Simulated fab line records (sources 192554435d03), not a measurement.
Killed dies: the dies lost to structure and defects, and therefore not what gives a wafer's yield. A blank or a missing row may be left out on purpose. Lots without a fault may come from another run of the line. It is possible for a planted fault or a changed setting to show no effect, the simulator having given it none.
A struck lot beside a sound one | flow n5_finfet | 22 steps out of a route of 1938
Sound: these wafers, L567.1, L567.5, L567.6. Struck: wafers L574.1, L574.4 (left out: L574.2, a lot-mate that was not struck); the cause follows at the end.
Per side, at each step with rows, come the tool, then ch with its chambers, and then its first start. Under that, the readings that differ: sound wafers | struck wafers | difference of the means | sigmas: that difference in standard deviations of wafers without a fault.
alike: a reading whose means differ by less than 2 such deviations, as well as words and numbers matching on both sides. not compared: withheld readings; readings where some wafer has no value; bounds like >300 that might hide an equal value; numbers whose values overlap and for which the record gives no deviation.
The two part at a step that has a row with sigmas, a row that says differs or no value, or rows on one side only. Non-overlapping numbers with no deviation appear without sigmas and do not part them. Lack of a reading on every wafer of one side parts them only where that side has two or more wafers.

first, 1 step without rows for these wafers: N5_WELL_APT_HARDBAKE_12 (time 120 s).
N5_WELL_APT_CD_MEAS_08 targets a cd of 200 nm.
  sound on cd_sem-03 ch 0, day 1 13:47; struck on cd_sem-02 ch 0, day 3 07:59
  alike: cd_nm
N5_WELL_APT_OVL_MEAS_09:
  sound on overlay-02 ch 0, day 1 13:49; struck on overlay-02 ch 0, day 3 08:01
  alike: NWELL_OVL
N5_WELL_APT_INSPECT_10: inspects for defects (macro).
  sound: defect_inspect-02 at day 1 13:50; struck: defect_inspect-01 at day 3 08:02
  alike: raw_defect_count
N5_WELL_APT_DESCUM_13: chemistry O2, time 7.9 s.
  sound on rie_diel-05 ch 2,3, day 1 14:08; struck on rie_diel-06 ch 1, day 3 08:05
  reading               | sound          | struck    | difference | sigmas
  oes_product_au (a.u.) | 0.72 0.70 0.71 | 0.94 0.93 | +0.23      | +3
  alike: drypump_motor_current_A, o2_flow_sccm, rf_vpp_V, showerhead_plenum_p_Torr, throttle_valve_pct
  not compared: rf_hours_counter_h
then, 7 steps without rows for these wafers: N5_WELL_APT_IMPLANT_14; N5_WELL_APT_IMPLANT_15; N5_WELL_APT_STRIP_16 (strips in SPM, time 900 s); N5_WELL_APT_HMDS_18 (time 60 s); N5_WELL_APT_COAT_19 (resist thk 950 nm); N5_WELL_APT_EBR_21; N5_WELL_APT_SOFTBAKE_20 (time 60 s).
N5_WELL_APT_EXPOSE_22: exposes mask PWELL, defocus 0 nm, target cd 200 nm.
  sound on krf_scanner-02 ch 0, day 1 15:02; struck on krf_scanner-02 ch 0, day 3 08:57
  alike: mask, exposure_dose_mJ_cm2
then, 3 steps without rows for these wafers: N5_WELL_APT_PEB_23 (peb time 90 s); N5_WELL_APT_DEVELOP_24 (develop time 45 s); N5_WELL_APT_HARDBAKE_29 (time 120 s).
N5_WELL_APT_CD_MEAS_25 targets a cd of 200 nm.
  sound on cd_sem-01 ch 0, day 1 15:12; struck on cd_sem-03 ch 0, day 3 09:08
  alike: cd_nm
N5_WELL_APT_OVL_MEAS_26:
  sound on overlay-02 ch 0, day 1 15:14; struck on overlay-02 ch 0, day 3 09:10
  alike: PWELL_OVL
N5_WELL_APT_INSPECT_27: inspects for defects (macro).
  sound: defect_inspect-02 at day 1 15:15; struck: defect_inspect-02 at day 3 09:11
  alike: raw_defect_count
N5_WELL_APT_DESCUM_30: chemistry O2, time 7.9 s.
  sound on rie_diel-04 ch 0,3, day 1 15:20; struck on rie_diel-05 ch 0,1, day 3 09:13
  alike: drypump_motor_current_A, o2_flow_sccm, oes_product_au, rf_vpp_V, showerhead_plenum_p_Torr, throttle_valve_pct
  not compared: rf_hours_counter_h, model.WELL_APT.cd_nm
then, 1 step without rows for these wafers: N5_WELL_APT_IMPLANT_31.
-- record jumps: 7 days separate the struck wafers' starts on either side; left off in module WELL_APT, taken up again in module BEOL_M4, whose first shown step is the route's number 1111 --
N5_BEOL_M4_RC_MEAS_101:
  sound on prober-01 ch 0, day 7 18:50; struck on prober-01 ch 0, day 9 22:14
  alike: DIBL_N, DIBL_P, IOFF_N, IOFF_P, ION_N, ION_P, SS_N, SS_P, VT_N, VT_P

## WHERE THEY PART
Within this record, at N5_WELL_APT_DESCUM_13 only. Later steps at which nothing parts them and some readings are alike: N5_WELL_APT_EXPOSE_22, N5_WELL_APT_CD_MEAS_25, N5_WELL_APT_OVL_MEAS_26, N5_WELL_APT_INSPECT_27, N5_WELL_APT_DESCUM_30, N5_BEOL_M4_RC_MEAS_101.

WHY: what had been put in by the simulator
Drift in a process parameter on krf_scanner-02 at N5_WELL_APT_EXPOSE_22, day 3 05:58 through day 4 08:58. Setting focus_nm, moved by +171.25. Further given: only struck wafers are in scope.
